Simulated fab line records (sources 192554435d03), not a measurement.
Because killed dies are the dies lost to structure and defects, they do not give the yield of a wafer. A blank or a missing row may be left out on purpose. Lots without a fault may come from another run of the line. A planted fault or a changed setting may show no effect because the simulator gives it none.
Matching of chambers | flow n5Finfet | 4 sister chambers for N5_SDB_ALD_29 on aldSin-02
The step deposits SiNx, target thk 30 nm, pulse time 1 s, ald cycles 600. 24 wafers are shown with their chamber, then 12 later ones without.

== EACH WAFER AND ITS CHAMBER ==
wafer  | chamber | heaterPowerW (W) | precursorPulseHeightRel
L074.1 | 3       | 754              | 1.006
L074.2 | 1       | 692              | 1.013
L074.3 | 0       | 950              | 1.036
L074.4 | 2       | 706              | 1.005
L074.5 | 3       | 745              | 1.011
L074.6 | 0       | 942              | 0.984
L077.3 | 0       | 958              | 1.000
L077.5 | 3       | 728              | 0.988
L077.6 | 0       | 939              | 1.016
L078.2 | 1       | 723              | 1.009
L078.4 | 3       | 743              | 1.053
L078.6 | 2       | 706              | 0.968
L081.1 | 0       | 906              | 1.014
L081.3 | 3       | 745              | 1.030
L081.6 | 0       | 948              | 1.013
L083.3 | 3       | 722              | 0.986
L083.4 | 2       | 702              | 1.013
L083.5 | 1       | 711              | 1.019
L084.1 | 3       | 736              | 0.984
L084.2 | 1       | 688              | 1.012
L084.3 | 2       | 705              | 1.008
L084.4 | 2       | 693              | 1.031
L084.5 | 3       | 734              | 1.037
L084.6 | 1       | 700              | 1.002

SIGNATURES, as means of the wafers listed above
reading                 | chamber 0 | chamber 1 | chamber 2 | chamber 3 | scatter within a chamber
heaterPowerW            | 940.50    | 702.80    | 702.40    | 738.38    | 12.9
precursorPulseHeightRel | 1.01050   | 1.01100   | 1.00500   | 1.01187   | 0.0206
Rule: distance of a wafer from a chamber = root of the sum over the readings of ((wafer's reading minus chamber's mean) / reading's scatter) squared. The wafer belongs to the nearest chamber; if the next one is less than 2 further off, it can't be placed. The scatter: take each reading less its chamber's mean, square it, sum over the shown wafers, divide by the number of wafers less the number of chambers, and take the root.

== WAFERS WHOSE CHAMBER IS MISSING ==
wafer  | heaterPowerW (W) | precursorPulseHeightRel
L093.1 | 742              | 0.997
L093.4 | 904              | 0.986
L093.5 | 959              | 1.002
L095.1 | 706              | 1.044
L095.2 | 946              | 0.995
L095.4 | 710              | 0.984
L097.1 | 709              | 1.029
L097.2 | 929              | 1.017
L097.3 | 731              | 0.967
L097.4 | 713              | 1.012
L097.5 | 705              | 1.036
L097.6 | 940              | 0.996

== EACH ONE'S CHAMBER ==
wafer  | from the rows above          | in truth
L093.1 | 3                            | 3
L093.4 | 0                            | 0
L093.5 | 0                            | 0
L095.1 | can't be placed: 1 or 2 or 3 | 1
L095.2 | 0                            | 0
L095.4 | can't be placed: 2 or 1 or 3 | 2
L097.1 | can't be placed: 1 or 2 or 3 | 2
L097.2 | 0                            | 0
L097.3 | can't be placed: 3 or 2 or 1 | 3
L097.4 | can't be placed: 1 or 2 or 3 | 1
L097.5 | can't be placed: 1 or 2 or 3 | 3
L097.6 | 0                            | 0
6 of 12 placed correctly. From these rows, 6 cannot be placed; in 6 the true chamber is one of the candidates. 0 placed wrongly.
